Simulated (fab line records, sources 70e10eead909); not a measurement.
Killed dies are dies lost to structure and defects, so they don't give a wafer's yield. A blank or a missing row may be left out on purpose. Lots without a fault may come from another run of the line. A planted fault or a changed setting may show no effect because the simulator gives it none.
A struck lot beside a sound one | flow nand_harc | 14 steps out of a route of 1159
Sound: wafers L461.2, L461.3, L461.4. Struck: wafers L469.2, L469.5. (L469.4 of the same lot was not struck and is left out.) The cause comes at the end.
At each step with rows: each side's tool, then ch and its chambers, then its first start. Under that, the readings that differ: sound wafers | struck wafers | difference of the means | sigmas: that difference in standard deviations of wafers without a fault.
alike: readings whose means differ by less than 2 such deviations, and words and numbers that are the same on both sides. not compared: withheld readings, readings that some wafer has no value for, bounds like >300 that may hide the same value, and numbers for which the record gives no deviation and whose values overlap.
The two part at a step that has a row with sigmas, a row that says differs or no value, or rows on one side only. Numbers that don't overlap but have no deviation are shown without sigmas and don't part them. A reading that every wafer of one side lacks parts them only if that side has two wafers or more.

first, 2 steps without rows for these wafers: NHARC_A_SOURCE_PLATE_SRD_01; NHARC_A_SOURCE_PLATE_OXIDE_02 (material SiO2, target thk 10 nm, ox time 1362 s).
NHARC_A_SOURCE_PLATE_THK_MEAS_09: measures by ellipsometry.
  sound on film_metro-02, day 7 14:55; struck on film_metro-02, day 10 02:44
  alike: thk_nm
then, 3 steps without rows for these wafers: NHARC_A_SOURCE_PLATE_PVD_04 (deposits WSi2, target thk 50 nm); NHARC_A_SOURCE_PLATE_CVD_03 (deposits poly-Si, target thk 200 nm, time 4000 s); NHARC_A_SOURCE_PLATE_ANNEAL_05 (time 1800 s).
NHARC_A_SOURCE_PLATE_THK_MEAS_06: measures by ellipsometry.
  sound on film_metro-01, day 8 04:02; struck on film_metro-02, day 10 15:58
  alike: thk_nm
NHARC_A_SOURCE_PLATE_INSPECT_08:
  sound on defect_inspect-02, day 8 04:08; struck on defect_inspect-02, day 10 16:02
  alike: raw_defect_count
then, 1 step without rows for these wafers: NHARC_A_ONON_D1_DEP_00 (target thk 1000 nm).
NHARC_A_ONON_D1_THK_MEAS_02: measures by ellipsometry.
  sound on film_metro-02, day 8 04:43; struck on film_metro-02, day 10 16:37
  alike: thk_nm
NHARC_A_ONON_D1_DEP_03: target thk 1000 nm.
  sound on pecvd_onon-02 ch 0, day 8 04:49; struck on pecvd_onon-02 ch 0, day 10 16:43
  alike: sih4_flow_sccm
NHARC_A_ONON_D1_THK_MEAS_05: measures by ellipsometry.
  sound on film_metro-01, day 8 05:17; struck on film_metro-01, day 10 17:11
  reading     | sound          | struck    | difference | sigmas
  thk_nm (nm) | 1011 1012 1010 | 1113 1115 | +103       | +13
then, 1 step without rows for these wafers: NHARC_A_ONON_D1_DEP_06 (target thk 1000 nm).
-- the record jumps here: 12 days lie between the struck wafers' starts before and after (it left off in module A_ONON_D1 and takes up again in module END, whose first step shown is number 1159 of the route) --
NHARC_END_SORT_01:
  the record has rows for the struck wafers here (prober-01 ch 0, day 22 05:15) and none for the sound ones

WHERE THEY PART
First at NHARC_A_ONON_D1_THK_MEAS_05; last, within this record, at NHARC_END_SORT_01.

WHY: what the simulator had put in
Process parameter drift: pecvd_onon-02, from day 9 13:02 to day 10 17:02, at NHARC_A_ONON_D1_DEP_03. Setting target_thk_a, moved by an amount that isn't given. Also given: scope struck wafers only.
